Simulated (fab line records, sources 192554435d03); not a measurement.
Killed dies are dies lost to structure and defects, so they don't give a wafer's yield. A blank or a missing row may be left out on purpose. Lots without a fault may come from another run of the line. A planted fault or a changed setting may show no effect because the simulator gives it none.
fab line records | flow n5_finfet
record lots=4 wafers=12 last_day=19
route steps=1938 shown BEOL_M4@1099 BEOL_M5@1112 BEOL_M14@1750 PASSIVATION@1936
lots that met no fault: from a run of the same line without faults
start_h: hours from the record's first day to the start of the lot's first wafer shown | wait_h: hours since the lot's step before | " the same as in the row above | L1.1+2: a row that stands for several wafers | - no value, or no start given | * or withheld: withheld | < > ~ a bound
route shown NAME@n: a module of which the file shows steps, and the number in the route of the first | usual: mean/standard deviation of fault-free wafers | same: alike in all rows | chamber/n: place in a boat | sites: the reading at each site | _std_site: their standard deviation | _edge_site: outer sites' mean less inner sites' | radius_mm: how far each site lies from the wafer's centre | mask NAME#n: copy n | behind: the tool/chamber that last shaped the wafer | hold: why the lot was held/for how many hours/how that ended | device: the transistor (n, p or np) that didn't switch | end of line: the same wafers' tests at the end of the route | a step without rows: its recipe alone | killed: dies lost to structure and defects at the first sort, not the wafer's yield | map: a wafer's dies, x killed, . not, _ none there
set.NAME: the setting as run; set.NAME@STEP: as run at that earlier step | model.NAME: the simulator's own value behind a step, which no gauge read
lots at some steps of the route; a table a step, a row a wafer
services: from which hour (start_h, from the record's first day; less than 0 if before it) a tool's chamber was out of use, for how many hours, and why
## steps
# step N5_BEOL_M4_ANNEAL_95
# recipe temp_c=400 time_s=240 ambient=vacuum
# step N5_BEOL_M4_SPUTTER_96
# recipe material=Cu target_thk_a=45 temp_c=-20 chamber_pressure_pa=0.07 power_w=withheld time_s=8.29
# step N5_BEOL_M4_ECD_50
# recipe material=Cu target_thk_a=3000
# step N5_BEOL_M4_ANNEAL_51
# recipe temp_c=225 time_s=90 ambient=N2
# step N5_BEOL_M4_CMP_52
# recipe stop_on=SiOC t_overpolish_s=6.8 down_force_psi=1 platen_rpm=50 clearing_platen_down_force_psi=1.5 clearing_platen_rpm=50 post_cmp_clean=cu_alkaline target_thk_nm=40 clearing_platen_pad_velocity_m_s=0.99484 pad_velocity_m_s=0.99484
# step N5_BEOL_M4_PRE_CLEAN_60
# recipe gas=NH3/H2 time_s=15 temp_c=* rf_power_w=300
# step N5_BEOL_M4_CO_CAP_55
# recipe material=Co target_thk_a=20 temp_c=200 precursor=CCTBA/H2 pressure_torr=30 time_s=102.1
# step N5_BEOL_M4_PRE_CLEAN_56
# recipe gas=NH3 time_s=15 temp_c=withheld rf_power_w=300
# step N5_BEOL_M4_DEP_57
# recipe material=SiCN target_thk_a=80 temp_c=withheld precursor=3MS/NH3 pressure_torr=3 rf_w=202 time_s=14
# step N5_BEOL_M4_RC_MEAS_101
# usual DIBL_N=36.0/1.7 DIBL_P=36.2/1.9 IOFF_N=0.154/0.028 IOFF_P=0.21/0.036 ION_N=675/11 ION_P=463/8.3 SS_N=71.4/0.63 SS_P=73.2/0.55 VT_N=250.2/3 VT_P=-251/3.7
# columns lot.wafer tool chamber start_h wait_h DIBL_N[mV/V] DIBL_P[mV/V] IOFF_N[nA/um] IOFF_P[nA/um] ION_N[uA/um] ION_P[uA/um] SS_N[mV/dec] SS_P[mV/dec] VT_N[mV] VT_P[mV]
L262.1 prober-02 0 243.98 0.0 35.0 34.9 0.137 0.19 668 458 70.6 73.7 249.0 -252
L262.2 " 0 " " 37.1 36.2 0.167 0.22 678 463 71.9 73.6 248.0 -249
L262.3 " 0 " " 36.0 34.9 0.140 0.19 665 451 70.7 72.7 251.1 -251
L269.2 prober-02 0 291.79 0.2 35.3 35.3 0.135 0.18 684 463 71.5 72.8 250.7 -253
L269.5 " 0 " " 35.4 34.7 0.123 0.17 668 454 71.5 73.1 254.9 -255
L269.6 " 0 " " 35.9 35.5 0.142 0.18 681 466 71.5 73.2 251.5 -254
L272.3 prober-02 0 297.04 0.3 36.1 36.7 0.151 0.22 664 461 71.7 73.2 251.0 -250
L272.4 " 0 " " 34.7 34.9 0.135 0.19 680 475 71.2 73.0 251.2 -250
L272.6 " 0 " " 36.2 36.7 0.157 0.22 678 463 71.9 73.5 252.7 -250
L280.1 prober-02 0 342.53 0.0 35.8 36.0 0.154 0.23 668 470 70.8 72.6 248.9 -245
L280.3 " 0 " " 33.1 33.3 0.116 0.19 678 473 71.0 72.5 251.4 -248
L280.4 " 0 " " 37.5 38.5 0.195 0.27 682 474 72.5 73.5 245.2 -248
# step N5_BEOL_M5_ILD_DEP_00
# recipe material=SiCOH_lowk target_thk_a=1406.4 temp_c=300 precursor=DEMS/porogen pressure_torr=5 rf_w=500 time_s=25.9
# step N5_BEOL_M5_CURE_79
# recipe temp_c=385 time_s=240 ambient=He/Ar material=SiCOH_lowk
# step N5_BEOL_M5_PECVD_70
# recipe material=SiO2 target_thk_a=160 temp_c=400 precursor=TEOS/O2 pressure_torr=5.5 rf_w=450 teos_flow_sccm=53.8 gas=O2 flow_sccm=3000 time_s=18
# step N5_BEOL_M5_HM_DEP_02
# recipe material=TiN target_thk_a=200 temp_c=25 chamber_pressure_pa=0.49996
# step N5_BEOL_M5_COAT_59
# recipe resist=SOC temp_c=250 time_s=60 spin_rpm=1500 resist_thk_nm=60
# step N5_BEOL_M5_COAT_60
# recipe resist=SiARC temp_c=220 time_s=60 spin_rpm=1500 resist_thk_nm=12
# step N5_BEOL_M5_COAT_71
# recipe resist=underlayer temp_c=205 time_s=60 spin_rpm=1500 resist_thk_nm=5
# step N5_BEOL_M5_COAT_05
# recipe resist=CAR-EUV spin_rpm=1500 resist_thk_nm=30
# step N5_BEOL_M5_EBR_07
# recipe solvent=PGMEA ebr_width_mm=1.5
# step N5_BEOL_M5_SOFTBAKE_06
# recipe temp_c=110 time_s=60 resist=CAR-EUV
# step N5_BEOL_M5_EXPOSE_08
# recipe mask_id=M5 na=0.33 source_shape=annular sigma_inner=0.4 sigma_outer=0.8 polarization=unpolarized target_cd_nm=28 dose_mj=35.75
# step N5_BEOL_M5_PEB_09
# recipe peb_temp_c=100 peb_time_s=60 resist=CAR-EUV
# step N5_BEOL_M5_DEVELOP_10
# recipe develop_time_s=30 developer=TMAH resist=CAR-EUV rinse_liquid=surfactant_rinse dry=air_spin dev_temp_c=23
# step N5_BEOL_M5_DESCUM_16
# recipe chemistry=O2 time_s=7 source_power_w=50 bias_power_w=20 pressure_mtorr=20 rf_frequency_hz=2.712e+07 temp_c=40 resist=CAR-EUV o2_flow_sccm=225
# step N5_BEOL_M5_ETCH_72
# recipe chemistry=N2/H2 target=underlayer target_depth_a=65 mask_material=CAR-EUV time_s=5.2 ion_energy_ev=200 pressure_mtorr=30 source_w=840 bias_w=150 n2_flow_sccm=200 h2_flow_sccm=200 ends=cleared
# step N5_BEOL_M5_ETCH_61
# recipe chemistry=CF4 target=SiARC target_depth_a=156 mask_material=CAR-EUV time_s=26 ion_energy_ev=80 pressure_mtorr=40 source_w=545 bias_w=36 Ar_flow_sccm=100 cf4_flow_sccm=100 ends=cleared
# step N5_BEOL_M5_ETCH_62
# recipe chemistry=N2/H2 target=SOC target_depth_a=750 overetch_a=150 mask_material=SiARC temp_c=40 time_s=112.5 ion_energy_ev=200 pressure_mtorr=30 source_w=840 bias_w=150 n2_flow_sccm=200 h2_flow_sccm=200
# step N5_BEOL_M5_STRIP_63
# recipe chemistry=N2/H2 temp_c=40 n2_flow_sccm=200 h2_flow_sccm=200 rf_frequency_hz=6e+07
# step N5_BEOL_M5_STRIP_73
# recipe chemistry=N2/H2 temp_c=40 n2_flow_sccm=200 h2_flow_sccm=200 rf_frequency_hz=6e+07
# step N5_BEOL_M5_STRIP_64
# recipe chemistry=CF4 resist=SiARC power_w=300 bias_power_w=75 pressure_mtorr=50 cf4_flow_sccm=150 rf_frequency_hz=6e+07
# step N5_BEOL_M5_HM_OPEN_17
# recipe chemistry=Cl2/BCl3 target_depth_a=200 overetch_a=60 target=TiN mask_material=SOC ion_energy_ev=150 pressure_mtorr=10 icp_w=1000 bias_w=126 Cl2_flow_sccm=53.25 bcl3_flow_sccm=21.75 Ar_flow_sccm=25
# step N5_BEOL_M5_STRIP_19
# recipe chemistry=O2 power_w=400 temp_c=40 pressure_mtorr=30 rf_frequency_hz=6e+07 bias_power_w=0 overash_fraction=0.2 o2_flow_sccm=225
# step N5_BEOL_M5_COAT_65
# recipe resist=SOC temp_c=250 time_s=60 spin_rpm=1500 resist_thk_nm=60
# step N5_BEOL_M5_COAT_66
# recipe resist=SiARC temp_c=220 time_s=60 spin_rpm=1500 resist_thk_nm=12
# step N5_BEOL_M14_ETCH_67
# recipe chemistry=CF4 target=SiARC target_depth_a=1430 time_s=238.3 ion_energy_ev=80 pressure_mtorr=40 source_w=545 bias_w=36 Ar_flow_sccm=100 cf4_flow_sccm=100 ends=cleared
# usual bias_w=36.01/0.12 cf4_flow_sccm=99.98/0.27 drypump_motor_current_A=5.9/0.51 etch_rf_on_time_s=238/5.7 oes_product_au=0.69/0.066 rf_vpp_V=183.7/1.2 showerhead_plenum_p_Torr=2.11/0.073 throttle_valve_pct=15.62/0.19
# columns lot.wafer tool chamber start_h wait_h bias_w cf4_flow_sccm drypump_motor_current_A etch_rf_on_time_s oes_product_au rf_hours_counter_h rf_vpp_V showerhead_plenum_p_Torr throttle_valve_pct model.coat_of_BEOL_M14_COAT_22.thk_nm model.BEOL_M14.cd_nm
L262.1 rie_diel-01 3 323.54 0.0 36.14 100.33 5.1 238 0.62 207 181.9 1.95 15.54 212.6 280.2
L262.2 " 1 " " 36.05 100.22 6.4 231 0.68 95 182.6 2.08 15.34 212 279.2
L262.3 " 2 " " 35.85 100.52 5.5 243 0.58 247 184.2 2.19 15.83 213.2 282
L269.2 rie_diel-01 3 382.32 0.0 - - - - - - - - - 281.2 283
L269.5 " 0 " " - - - - - - - - - 281.6 283.2
L269.6 " 1 " " - - - - - - - - - 280.4 285.2
L272.3 rie_diel-01 2 384.31 0.0 - - - - - - - - - 282.6 283.6
L272.4 " 1 " " - - - - - - - - - 282.6 286
L272.6 " 1 " " - - - - - - - - - 283 283.4
L280.1 rie_diel-03 2 422.33 0.0 35.96 100.22 6.7 231 0.66 131 182.6 2.15 15.87 212 278
L280.3 " 1 " " 35.79 99.32 6.5 239 0.67 112 184.1 2.15 15.50 211 279.4
L280.4 " 0 " " 35.87 99.96 6.0 238 0.65 143 182.3 2.07 15.78 211.6 279
# step N5_BEOL_M14_OCD_MEAS_35
# usual trench_depth_nm=557/14
# columns lot.wafer tool chamber start_h wait_h trench_depth_nm
L262.1 ocd-02 - 324.12 0.0 548
L262.2 " - " " 574
L262.3 " - " " 542
L269.2 ocd-01 - 382.90 0.0 -
L269.5 " - " " -
L269.6 " - " " -
L272.3 ocd-02 - 384.89 0.0 -
L272.4 " - " " -
L272.6 " - " " -
L280.1 ocd-02 - 422.90 0.0 574
L280.3 " - " " 552
L280.4 " - " " 551
# step N5_BEOL_M14_ETCH_38
# recipe chemistry=CF4/N2 target=SiCN target_depth_a=1065 taper_deg=2 time_s=120.6 ion_energy_ev=150 mask_material=SiO2 pressure_mtorr=40 source_w=430 bias_w=70 Ar_flow_sccm=100 cf4_flow_sccm=60 n2_flow_sccm=60
# usual bias_w=70.03/0.19 cf4_flow_sccm=60.00/0.16 drypump_motor_current_A=5.8/0.44 oes_product_au=0.80/0.077 rf_vpp_V=381.4/1.9 showerhead_plenum_p_Torr=2.17/0.077 throttle_valve_pct=15.40/0.19
# columns lot.wafer tool chamber start_h wait_h bias_w cf4_flow_sccm drypump_motor_current_A oes_product_au rf_hours_counter_h rf_vpp_V showerhead_plenum_p_Torr throttle_valve_pct model.BEOL_M14.cd_nm
L262.1 rie_diel-05 3 - - 70.35 59.85 5.6 0.87 45 381.7 2.16 15.11 280.2
L262.2 " 1 " " 69.98 59.88 6.2 0.85 56 380.2 2.15 15.29 278.8
L262.3 " 2 " " 70.18 59.95 5.6 0.74 232 383.8 2.27 15.69 281
L269.2 rie_diel-03 3 - - 69.99 60.06 5.6 0.88 36 382.9 2.25 15.59 281.8
L269.5 " 3 " " 70.08 59.69 5.6 0.88 - 383.2 2.25 15.58 285.4
L269.6 " 2 " " 69.88 60.02 6.7 0.77 - 382.9 2.23 15.68 286.2
L272.3 rie_diel-01 1 - - 70.12 59.79 6.4 0.78 113 380.7 2.14 15.22 286.8
L272.4 " 0 " " 69.76 60.00 6.2 0.70 216 379.2 2.09 15.68 286
L272.6 " 3 " " 69.67 59.77 5.1 0.71 - 378.0 1.99 15.42 284.6
L280.1 rie_diel-01 1 - - 70.09 59.93 6.5 0.76 130 380.1 2.14 15.26 278.6
L280.3 " 0 " " 70.27 59.89 6.2 0.69 233 379.5 2.09 15.72 280.2
L280.4 " 0 " " 70.09 60.12 6.2 0.69 - 379.3 2.09 15.71 278.4
# step N5_PASSIVATION_PROBE_49
# usual defect_limited_yield=90.9/1.4 killed_at_M0_to_M3=38/11 killed_at_M4_up=13/5.9 killed_at_contacts=14/6.4 killed_at_front_end=38/11 killed_at_other=3.3/2.5 killed_dies=107/16 killed_on_rim=14/3.6 killed_open=70/12 killed_short=35/7.7 sort_bin_5_function=5.3/0.94 sort_bin_6_memory=3.5/0.7 sort_n_pass=1073/16 sort_yield_pct=90.9/1.4
# same gross_dies=1180 killed_at_back_side=0 sort_bin_4_leakage[%]=0 sort_bin_8_speed[%]=0
# columns lot.wafer tool chamber start_h wait_h defect_limited_yield[%] killed_at_M0_to_M3 killed_at_M4_up killed_at_contacts killed_at_front_end killed_at_other killed_dies killed_on_rim killed_open killed_short sort_bin_5_function[%] sort_bin_6_memory[%] sort_n_pass sort_yield_pct[%]
L269.2 prober-02 - 406.71 0.1 0 39 1096 9 34 2 1180 152 55 36 96.6 3.2 0 0
L269.5 prober-02 - 406.86 0.2 0 43 1097 6 31 3 1180 152 60 30 96.1 3.7 0 0
L269.6 prober-02 - 406.91 0.3 0 38 1096 8 33 5 1180 152 67 26 96.3 3.6 0 0
L272.3 prober-02 - 414.74 0.1 0 29 1094 3 52 2 1180 152 55 39 96.2 3.6 0 0
L272.4 prober-02 - 414.79 0.2 0 28 1090 5 56 1 1180 152 63 39 96.0 3.5 0 0
L272.6 prober-02 - 414.89 0.3 0 41 1077 12 48 2 1180 152 67 47 96.6 2.9 0 0
# killed by level:class
L269.2 BEOL_M14:area_etch=1087 BEOL_M3:geometric_particle:open=13 FIN_SAQP:geometric_particle:open=6 GATE_CUT:geometric_particle:short=6 BEOL_M0_SAQP:geometric_particle:open=6 MOL_CONTACT_COAG:geometric_particle:open=5 BEOL_M0_SAQP:geometric_particle:short=5 MOL_CONTACT_COAG:geometric_particle:short=4
L269.5 BEOL_M14:area_etch=1087 BEOL_M0_SAQP:geometric_particle:open=9 BEOL_M0_SAQP:geometric_particle:short=9 STI_FIN_REVEAL:geometric_particle:open=8 BEOL_M2:geometric_particle:open=8 BEOL_M3:geometric_particle:open=7 FIN_SAQP:geometric_particle:open=6 MOL_CONTACT_COAG:geometric_particle:open=5
L269.6 BEOL_M14:area_etch=1085 BEOL_M3:geometric_particle:open=16 FIN_SAQP:geometric_particle:open=13 FIN_SAQP:geometric_particle:short=6 BEOL_M1:geometric_particle:open=6 MOL_CONTACT_COAG:geometric_particle:open=6 BEOL_M3:geometric_particle:short=5 BEOL_M0_SAQP:geometric_particle:short=4
L272.3 BEOL_M14:area_etch=1086 FIN_SAQP:geometric_particle:open=12 BEOL_M0_SAQP:geometric_particle:open=11 FIN_SAQP:geometric_particle:short=10 GATE_CUT:geometric_particle:short=8 GATE_CUT:geometric_particle:open=5 BEOL_M0_SAQP:geometric_particle:short=5 BEOL_M1:geometric_particle:open=5
L272.4 BEOL_M14:area_etch=1078 FIN_SAQP:geometric_particle:open=14 FIN_SAQP:geometric_particle:short=12 STI_FIN_REVEAL:geometric_particle:open=10 BEOL_M0_SAQP:geometric_particle:short=8 BEOL_M3:geometric_particle:open=8 BEOL_M0_SAQP:geometric_particle:open=7 DUMMY_GATE:geometric_particle:open=6
L272.6 BEOL_M14:area_etch=1066 BEOL_M0_SAQP:geometric_particle:short=16 STI_FIN_REVEAL:geometric_particle:open=14 FIN_SAQP:geometric_particle:short=10 MOL_CONTACT_COAG:geometric_particle:open=8 BEOL_M0_SAQP:geometric_particle:open=8 FIN_SAQP:geometric_particle:open=6 DUMMY_GATE:geometric_particle:open=6
# map L269.2 (x killed, . not)
_________________xxxxxxxxxxxx________________
______________xxxxxxxxxxxxxxxxxx_____________
___________xxxxxxxxxxxxxxxxxxxxxxxx__________
__________xxxxxxxxxxxxxxxxxxxxxxxxxx_________
________xxxxxxxxxxxxxxxxxxxxxxxxxxxxxx_______
_______xxxxxxxxxxxxxxxxxxxxxxxxxxxxxxxx______
______xxxxxxxxxxxxxxxxxxxxxxxxxxxxxxxxxx_____
_____xxxxxxxxxxxxxxxxxxxxxxxxxxxxxxxxxxxx____
____xxxxxxxxxxxxxxxxxxxxxxxxxxxxxxxxxxxxxx___
___xxxxxxxxxxxxxxxxxxxxxxxxxxxxxxxxxxxxxxxx__
___xxxxxxxxxxxxxxxxxxxxxxxxxxxxxxxxxxxxxxxx__
__xxxxxxxxxxxxxxxxxxxxxxxxxxxxxxxxxxxxxxxxxx_
__xxxxxxxxxxxxxxxxxxxxxxxxxxxxxxxxxxxxxxxxxx_
_xxxxxxxxxxxxxxxxxxxxxxxxxxxxxxxxxxxxxxxxxxxx
_xxxxxxxxxxxxxxxxxxxxxxxxxxxxxxxxxxxxxxxxxxxx
_xxxxxxxxxxxxxxxxxxxxxxxxxxxxxxxxxxxxxxxxxxxx
_xxxxxxxxxxxxxxxxxxxxxxxxxxxxxxxxxxxxxxxxxxxx
_xxxxxxxxxxxxxxxxxxxxxxxxxxxxxxxxxxxxxxxxxxxx
_xxxxxxxxxxxxxxxxxxxxxxxxxxxxxxxxxxxxxxxxxxxx
_xxxxxxxxxxxxxxxxxxxxxxxxxxxxxxxxxxxxxxxxxxxx
_xxxxxxxxxxxxxxxxxxxxxxxxxxxxxxxxxxxxxxxxxxxx
__xxxxxxxxxxxxxxxxxxxxxxxxxxxxxxxxxxxxxxxxxx_
__xxxxxxxxxxxxxxxxxxxxxxxxxxxxxxxxxxxxxxxxxx_
___xxxxxxxxxxxxxxxxxxxxxxxxxxxxxxxxxxxxxxxx__
___xxxxxxxxxxxxxxxxxxxxxxxxxxxxxxxxxxxxxxxx__
____xxxxxxxxxxxxxxxxxxxxxxxxxxxxxxxxxxxxxx___
_____xxxxxxxxxxxxxxxxxxxxxxxxxxxxxxxxxxxx____
______xxxxxxxxxxxxxxxxxxxxxxxxxxxxxxxxxx_____
_______xxxxxxxxxxxxxxxxxxxxxxxxxxxxxxxx______
________xxxxxxxxxxxxxxxxxxxxxxxxxxxxxx_______
__________xxxxxxxxxxxxxxxxxxxxxxxxxx_________
___________xxxxxxxxxxxxxxxxxxxxxxxx__________
______________xxxxxxxxxxxxxxxxxx_____________
_________________xxxxxxxxxxxx________________
# map L272.3 (x killed, . not)
_________________xxxxxxxxxxxx________________
______________xxxxxxxxxxxxxxxxxx_____________
___________xxxxxxxxxxxxxxxxxxxxxxxx__________
__________xxxxxxxxxxxxxxxxxxxxxxxxxx_________
________xxxxxxxxxxxxxxxxxxxxxxxxxxxxxx_______
_______xxxxxxxxxxxxxxxxxxxxxxxxxxxxxxxx______
______xxxxxxxxxxxxxxxxxxxxxxxxxxxxxxxxxx_____
_____xxxxxxxxxxxxxxxxxxxxxxxxxxxxxxxxxxxx____
____xxxxxxxxxxxxxxxxxxxxxxxxxxxxxxxxxxxxxx___
___xxxxxxxxxxxxxxxxxxxxxxxxxxxxxxxxxxxxxxxx__
___xxxxxxxxxxxxxxxxxxxxxxxxxxxxxxxxxxxxxxxx__
__xxxxxxxxxxxxxxxxxxxxxxxxxxxxxxxxxxxxxxxxxx_
__xxxxxxxxxxxxxxxxxxxxxxxxxxxxxxxxxxxxxxxxxx_
_xxxxxxxxxxxxxxxxxxxxxxxxxxxxxxxxxxxxxxxxxxxx
_xxxxxxxxxxxxxxxxxxxxxxxxxxxxxxxxxxxxxxxxxxxx
_xxxxxxxxxxxxxxxxxxxxxxxxxxxxxxxxxxxxxxxxxxxx
_xxxxxxxxxxxxxxxxxxxxxxxxxxxxxxxxxxxxxxxxxxxx
_xxxxxxxxxxxxxxxxxxxxxxxxxxxxxxxxxxxxxxxxxxxx
_xxxxxxxxxxxxxxxxxxxxxxxxxxxxxxxxxxxxxxxxxxxx
_xxxxxxxxxxxxxxxxxxxxxxxxxxxxxxxxxxxxxxxxxxxx
_xxxxxxxxxxxxxxxxxxxxxxxxxxxxxxxxxxxxxxxxxxxx
__xxxxxxxxxxxxxxxxxxxxxxxxxxxxxxxxxxxxxxxxxx_
__xxxxxxxxxxxxxxxxxxxxxxxxxxxxxxxxxxxxxxxxxx_
___xxxxxxxxxxxxxxxxxxxxxxxxxxxxxxxxxxxxxxxx__
___xxxxxxxxxxxxxxxxxxxxxxxxxxxxxxxxxxxxxxxx__
____xxxxxxxxxxxxxxxxxxxxxxxxxxxxxxxxxxxxxx___
_____xxxxxxxxxxxxxxxxxxxxxxxxxxxxxxxxxxxx____
______xxxxxxxxxxxxxxxxxxxxxxxxxxxxxxxxxx_____
_______xxxxxxxxxxxxxxxxxxxxxxxxxxxxxxxx______
________xxxxxxxxxxxxxxxxxxxxxxxxxxxxxx_______
__________xxxxxxxxxxxxxxxxxxxxxxxxxx_________
___________xxxxxxxxxxxxxxxxxxxxxxxx__________
______________xxxxxxxxxxxxxxxxxx_____________
_________________xxxxxxxxxxxx________________
## services
# columns tool chamber start_h hours kind
rie_diel-03 - 322.81 14.6 pm
rie_diel-01 2 329.64 - clean
rie_diel-01 2 329.64 - consumable_replace:focus_ring
rie_diel-01 2 329.64 14.3 scheduled_down
rie_diel-01 2 329.64 14.3 vent_cycle
rie_diel-01 1 341.15 22.0 repair
rie_diel-05 2 349.12 1.4 repair
rie_diel-05 2 372.64 - clean
rie_diel-05 2 372.64 - consumable_replace:focus_ring
rie_diel-05 2 372.64 15.4 scheduled_down
rie_diel-05 2 372.64 15.4 vent_cycle
rie_diel-05 3 395.52 5.8 repair
rie_diel-01 2 422.68 5.6 repair
## key
first_sign step=N5_BEOL_M14_ETCH_67 reading=tool_record direction=missing
effect step=N5_BEOL_M14_OCD_MEAS_35 reading=trench_depth_nm direction=missing
effect step=N5_PASSIVATION_PROBE_49 reading=killed_at_M4_up direction=up sigmas=99+ usual=13 struck=1092
model_effect step=N5_BEOL_M14_ETCH_67 value=coat_of_BEOL_M14_COAT_22.thk_nm without=210.4 struck=281.9
model_effect step=N5_BEOL_M14_ETCH_38 value=BEOL_M14.cd_nm without=280.6 struck=285.1
more_kills_born_at N5_BEOL_M14_ETCH_67@rie_diel-01=6489
met_at N5_BEOL_M14_ETCH_67
struck_wafers L269.2,L269.5,L269.6,L272.3,L272.4,L272.6
later_rows_left_out L269.2,L269.5,L269.6,L272.3,L272.4,L272.6
onset_between 323.54 382.32
fault kind=skipped_step_whole tool=rie_diel-01 chamber=- onset_h=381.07 steps=N5_BEOL_M14_ETCH_67 scope=struck_lots_only
# later_rows_left_out: the simulator's readings of these wafers behind a module that went badly wrong aren't trusted and aren't shown, but for the sort
